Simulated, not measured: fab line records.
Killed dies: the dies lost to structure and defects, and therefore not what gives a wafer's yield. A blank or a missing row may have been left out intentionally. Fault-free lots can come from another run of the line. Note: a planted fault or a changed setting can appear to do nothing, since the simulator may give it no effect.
Chamber matching || flow nand-harc || 4 sister chambers for NHARC_A_CONTACT_ETCH_76 on rie-diel-12
The step etches the open film in N2/H2, target depth 260 nm, time 475.3 s. 4 wafers are shown with their chamber, then 7 later ones without.

WAFERS WITH THEIR CHAMBER
{"wafer": "L452.3", "chamber": 2, "drypump-motor-current-A (A)": 5.5}
{"wafer": "L451.2", "chamber": 1, "drypump-motor-current-A (A)": 6.8}
{"wafer": "L463.2", "chamber": 0, "drypump-motor-current-A (A)": 6.6}
{"wafer": "L463.3", "chamber": 3, "drypump-motor-current-A (A)": 5.8}

WAFERS WITH NO CHAMBER GIVEN
{"wafer": "L463.6", "drypump-motor-current-A (A)": 5.6}
{"wafer": "L465.4", "drypump-motor-current-A (A)": 5.8}
{"wafer": "L465.5", "drypump-motor-current-A (A)": 6.7}
{"wafer": "L465.6", "drypump-motor-current-A (A)": 6.7}
{"wafer": "L468.1", "drypump-motor-current-A (A)": 5.5}
{"wafer": "L468.4", "drypump-motor-current-A (A)": 6.7}
{"wafer": "L468.6", "drypump-motor-current-A (A)": 5.8}

WHICH CHAMBER EACH WENT THROUGH
{"wafer": "L463.6", "from the rows above": "can't be placed: 2 or 3", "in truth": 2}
{"wafer": "L465.4", "from the rows above": 3, "in truth": 3}
{"wafer": "L465.5", "from the rows above": "can't be placed: 1 or 0", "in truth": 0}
{"wafer": "L465.6", "from the rows above": "can't be placed: 1 or 0", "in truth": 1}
{"wafer": "L468.1", "from the rows above": 2, "in truth": 2}
{"wafer": "L468.4", "from the rows above": "can't be placed: 1 or 0", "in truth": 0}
{"wafer": "L468.6", "from the rows above": 3, "in truth": 3}
Placed correctly: 3 of 7. Can't be placed from these rows: 4 (the true chamber is among the candidates in 4). Number placed wrongly: 0.
How it was worked out, from the rows above alone: a wafer's distance from a chamber is the root of the sum, over the readings, of the square of ((its reading less the chamber's mean) divided by the reading's scatter). The wafer belongs to the nearest chamber; if the next one is less than 2 further off, it can't be placed. For every chamber, the mean is computed from those of its wafers that are shown. The scatter (one wafer shown for each chamber): square how far every hidden wafer sits from the nearest shown wafer, average those squares and take the square root.
